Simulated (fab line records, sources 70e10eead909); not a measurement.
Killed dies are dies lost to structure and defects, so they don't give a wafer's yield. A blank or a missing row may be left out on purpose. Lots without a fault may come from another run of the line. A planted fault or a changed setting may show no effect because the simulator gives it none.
A struck lot beside a sound one | flow nand_harc | 41 steps out of a route of 1159
Sound: wafers L914.2, L914.4, L914.5. Struck: wafer L927.1. (L927.3, L927.5 of the same lot were not struck and are left out.) The cause comes at the end.
At each step with rows: each side's tool, then ch and its chambers, then its first start. Under that, the readings that differ: sound wafers | struck wafers | difference of the means | sigmas: that difference in standard deviations of wafers without a fault.
alike: readings whose means differ by less than 2 such deviations, and words and numbers that are the same on both sides. not compared: withheld readings, readings that some wafer has no value for, bounds like >300 that may hide the same value, and numbers for which the record gives no deviation and whose values overlap.
The two part at a step that has a row with sigmas, a row that says differs or no value, or rows on one side only. Numbers that don't overlap but have no deviation are shown without sigmas and don't part them. A reading that every wafer of one side lacks parts them only if that side has two wafers or more.

first, 7 steps without rows for these wafers: NHARC_A_SGD_CUT_COAT_57 (time 65 s); NHARC_A_SGD_CUT_COAT_03 (resist thk 90 nm); NHARC_A_SGD_CUT_SOFTBAKE_04 (time 55 s); NHARC_A_SGD_CUT_EBR_05; NHARC_A_SGD_CUT_EXPOSE_06 (exposes mask SGD); NHARC_A_SGD_CUT_PEB_07 (peb time 65 s); NHARC_A_SGD_CUT_DEVELOP_08 (develop time 35 s).
NHARC_A_SGD_CUT_CD_MEAS_09: target cd 100 nm.
  sound on cd_sem-01 ch 0, day 14 10:39; struck on cd_sem-01 ch 0, day 18 01:04
  alike: cd_nm
NHARC_A_SGD_CUT_OVL_MEAS_10:
  sound on overlay-02, day 14 10:44; struck on overlay-01, day 18 01:09
  alike: overlay_x_nm, overlay_y_nm
NHARC_A_SGD_CUT_INSPECT_11:
  sound on defect_inspect-01, day 14 10:46; struck on defect_inspect-01, day 18 01:11
  alike: raw_defect_count
then, 2 steps without rows for these wafers: NHARC_A_SGD_CUT_DESCUM_14 (chemistry O2, time 3 s); NHARC_A_SGD_CUT_ETCH_58 (etches the open film in CF4, target depth 39 nm, time 65 s).
NHARC_A_SGD_CUT_ETCH_59: etches the open film in N2/H2, target depth 260 nm, time 406.25 s.
  sound on rie_diel-12 ch 0,2,3, day 14 11:07; struck on rie_diel-02 ch 0, day 18 01:28
  reading                         | sound          | struck | difference | sigmas
  showerhead_plenum_p_Torr (Torr) | 1.89 2.05 1.98 | 2.15   | +0.18      | +2
  alike: chamber_pressure_mTorr, drypump_motor_current_A, oes_product_au, rf_vpp_V, throttle_valve_pct
  not compared: rf_hours_counter_h
then, 1 step without rows for these wafers: NHARC_A_SGD_CUT_ETCH_15 (etches the open film in CH3F/O2, target depth 75 nm, time 64.3 s).
NHARC_A_SGD_CUT_ETCH_16: etches the open film in C4F8/O2/Ar, target depth 310.5 nm, time 155.2 s.
  sound on rie_diel-12 ch 2,3; struck on rie_diel-02 ch 0
  reading                        | sound                | struck | difference | sigmas
  chamber_pressure_mTorr (mTorr) | 24.979 25.019 25.011 | 24.947 | -0.056     | -2
  oes_product_au (a.u.)          | 0.966 0.959 0.955    | 0.998  | +0.038     | +2
  rf_vpp_V (V)                   | 716 717 721          | 728    | +10        | +3
  not compared: rf_hours_counter_h
then, 1 step without rows for these wafers: NHARC_A_SGD_CUT_STRIP_60 (strips in C4F8/O2/Ar).
NHARC_A_SGD_CUT_STRIP_17: strips in O2.
  sound on rie_diel-12 ch 0,2,3; struck on rie_diel-02 ch 1
  reading                     | sound       | struck | difference | sigmas
  drypump_motor_current_A (A) | 5.9 5.2 5.5 | 6.5    | +1.0       | +3
  alike: chamber_pressure_mTorr, oes_product_au, rf_vpp_V, showerhead_plenum_p_Torr, throttle_valve_pct
  not compared: rf_hours_counter_h
then, 4 steps without rows for these wafers: NHARC_A_SGD_CUT_PRECLEAN_18 (cleans in SC1); NHARC_A_SGD_CUT_SRD_19; NHARC_A_SGD_CUT_DEP_20 (deposits SiO2, target thk 150 nm); NHARC_A_SGD_CUT_ANNEAL_27 (time 1800 s).
NHARC_A_SGD_CUT_CMP_21: polishes, target thk 148.19 nm.
  sound on cmp-01 ch 0,1,3, day 14 16:31; struck on cmp-04 ch 3, day 18 10:41
  alike: motor_current_A, time_to_endpoint_s
NHARC_A_SGD_CUT_THK_MEAS_22: measures by ellipsometry.
  sound on film_metro-01, day 14 16:47; struck on film_metro-01, day 18 10:56
  alike: thk_nm
then, 5 steps without rows for these wafers: NHARC_A_SGD_CUT_SRD_23; NHARC_A_SGD_CUT_ETCH_26 (etches SiO2 in dHF, target depth 45.8 nm); NHARC_A_SGD_CUT_ETCHBACK_24 (etches the open film in CH3F/O2, target depth 50 nm, time 92.857 s); NHARC_A_SGD_CUT_STRIP_28 (strips in O2, time 20 s); NHARC_A_SLIT_DEP_25 (deposits SiO2, target thk 200 nm).
NHARC_A_SLIT_DEP_00: deposits aC, target thk 3200 nm.
  sound on acl_dep-03 ch 0, day 14 18:07; struck on acl_dep-02 ch 0, day 18 14:38
  alike: throttle_valve_pct
NHARC_A_SLIT_DEP_23: deposits SiON, target thk 100 nm.
  sound on pecvd-01 ch 0,1, day 14 19:46; struck on pecvd-03 ch 0, day 18 16:40
  alike: heater_power_w
then, 8 steps without rows for these wafers: NHARC_A_SLIT_DEHYDRATE_01 (time 120 s); NHARC_A_SLIT_HMDS_02 (time 30 s); NHARC_A_SLIT_COAT_03 (resist thk 90 nm); NHARC_A_SLIT_SOFTBAKE_04 (time 55 s); NHARC_A_SLIT_EBR_05; NHARC_A_SLIT_EXPOSE_06 (exposes mask SLIT); NHARC_A_SLIT_PEB_07 (peb time 65 s); NHARC_A_SLIT_DEVELOP_08 (develop time 35 s).
NHARC_A_SLIT_CD_MEAS_09: target cd 300 nm.
  sound on cd_sem-01 ch 0, day 14 20:32; struck on cd_sem-02 ch 0, day 18 17:23
  alike: cd_nm
NHARC_A_SLIT_OVL_MEAS_10:
  sound on overlay-01, day 14 20:38; struck on overlay-02, day 18 17:28
  alike: overlay_x_nm, overlay_y_nm
-- the record jumps here: 6 days lie between the struck wafers' starts before and after (it left off in module A_SLIT and takes up again in module END, whose first step shown is number 1159 of the route) --
NHARC_END_SORT_01:
  sound on prober-01 ch 0, day 20 17:10; struck on prober-01 ch 0, day 24 09:43
  reading         | sound    | struck | difference | sigmas
  killed_at_array | 17 23 20 | 122    | +102       | +12
  killed_dies     | 18 30 21 | 125    | +102       | +11
  alike: killed_at_other, killed_at_periphery, killed_open, killed_short

WHERE THEY PART
First at NHARC_A_SGD_CUT_ETCH_59; last, within this record, at NHARC_END_SORT_01.

WHY: what the simulator had put in
Chamber particle source: rie_diel-02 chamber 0, from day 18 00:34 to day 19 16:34, at NHARC_A_SGD_CUT_ETCH_59. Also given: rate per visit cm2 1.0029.
